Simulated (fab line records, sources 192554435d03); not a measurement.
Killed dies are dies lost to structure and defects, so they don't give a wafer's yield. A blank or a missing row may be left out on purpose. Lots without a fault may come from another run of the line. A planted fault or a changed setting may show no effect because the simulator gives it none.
A struck lot beside a sound one | flow n5_finfet | 15 steps out of a route of 1938
Sound: wafers L782.1, L782.5, L782.6. Struck: wafer L777.5. (L777.2 of the same lot was not struck and is left out.) The cause comes at the end.
At each step with rows: each side's tool, then ch and its chambers, then its first start. Under that, the readings that differ: sound wafers | struck wafers | difference of the means | sigmas: that difference in standard deviations of wafers without a fault.
alike: readings whose means differ by less than 2 such deviations, and words and numbers that are the same on both sides. not compared: withheld readings, readings that some wafer has no value for, bounds like >300 that may hide the same value, and numbers for which the record gives no deviation and whose values overlap.
The two part at a step that has a row with sigmas, a row that says differs or no value, or rows on one side only. Numbers that don't overlap but have no deviation are shown without sigmas and don't part them. A reading that every wafer of one side lacks parts them only if that side has two wafers or more.

first, 1 step without rows for these wafers: N5_MOL_CONTACT_COAG_STRIP_98 (strips in N2/H2).
N5_MOL_CONTACT_COAG_CD_MEAS_99: target cd 17.2 nm.
  sound on cd_sem-01, day 9 13:59; struck on cd_sem-01, day 8 11:17
  reading    | sound          | struck | difference | sigmas
  cd_nm (nm) | 16.7 17.3 16.2 | 17.5   | +0.8       | +2
then, 2 steps without rows for these wafers: N5_MOL_CONTACT_COAG_IMPLANT_129; N5_MOL_CONTACT_COAG_PRECLEAN_111 (cleans in NF3:NH3, afs cycles 1, time 20 s, sublimation time 60 s).
N5_MOL_CONTACT_COAG_TI_SIL_19: material Ti, target thk 4.2 nm, time 15 s.
  sound on pvd_sputter-01, day 9 14:50; struck on pvd_sputter-03, day 8 11:47
  alike: throttle_valve_pct
then, 3 steps without rows for these wafers: N5_MOL_CONTACT_COAG_ALD_20 (deposits TiN, target thk 1.5 nm, pulse time 1 s, purge time 3 s); N5_MOL_CONTACT_COAG_SIL_ANNEAL_21 (time 60 s); N5_MOL_CONTACT_COAG_PRE_CLEAN_141 (time 60 s).
N5_MOL_CONTACT_COAG_SPUTTER_143: material Co, target thk 2.5 nm.
  sound on pvd_sputter-02, day 9 17:41; struck on pvd_sputter-03, day 8 13:53
  alike: throttle_valve_pct
N5_MOL_CONTACT_COAG_CO_FILL_22: material Co, precursor CCTBA/H2, target thk 20 nm.
  sound on cvd_co-01 ch 0,1,2, day 9 17:48; struck on cvd_co-02 ch 1, day 8 14:01
  alike: heater_power_w
  not compared: since_wet_clean_h
N5_MOL_CONTACT_COAG_ANNEAL_113: time 300 s.
  sound on rtp_anneal-01 ch 0, day 9 18:29; struck on rtp_anneal-02 ch 0, day 8 14:47
  reading             | sound          | struck | difference | sigmas
  lamp_power_pct (%)  | 2.96 2.95 2.96 | 2.85   | -0.11      | -2
  lamp_zone_6_pct (%) | 2.93 2.93 2.93 | 2.82   | -0.11      | -2
  alike: lamp_zone_5_pct, wafer_temp_C_max
N5_MOL_CONTACT_COAG_PRE_CLEAN_142: time 60 s.
  sound on pvd_sputter-02, day 9 19:50; struck on pvd_sputter-03, day 8 16:17
  alike: heater_power_w
N5_MOL_CONTACT_COAG_SPUTTER_130: material Co, target thk 47.5 nm.
  sound on pvd_sputter-02, day 9 19:54; struck on pvd_sputter-03, day 8 16:21
  reading                                              | sound        | struck | difference | sigmas
  model.Co_of_MOL_CONTACT_COAG_SPUTTER_130.thk_nm (nm) | 47.8 48 48.2 | 32     | -16        |
  alike: throttle_valve_pct
then, 1 step without rows for these wafers: N5_MOL_CONTACT_COAG_PRECLEAN_125 (cleans in DIW, time 57.5 s).
-- the record jumps here: 10 days lie between the struck wafers' starts before and after (it left off in module MOL_CONTACT_COAG and takes up again in module PASSIVATION, whose first step shown is number 1936 of the route) --
N5_PASSIVATION_PROBE_49:
  the record has rows for the struck wafers here (prober-02, day 18 19:03) and none for the sound ones

WHERE THEY PART
First at N5_MOL_CONTACT_COAG_CD_MEAS_99; last, within this record, at N5_PASSIVATION_PROBE_49.

WHY: what the simulator had put in
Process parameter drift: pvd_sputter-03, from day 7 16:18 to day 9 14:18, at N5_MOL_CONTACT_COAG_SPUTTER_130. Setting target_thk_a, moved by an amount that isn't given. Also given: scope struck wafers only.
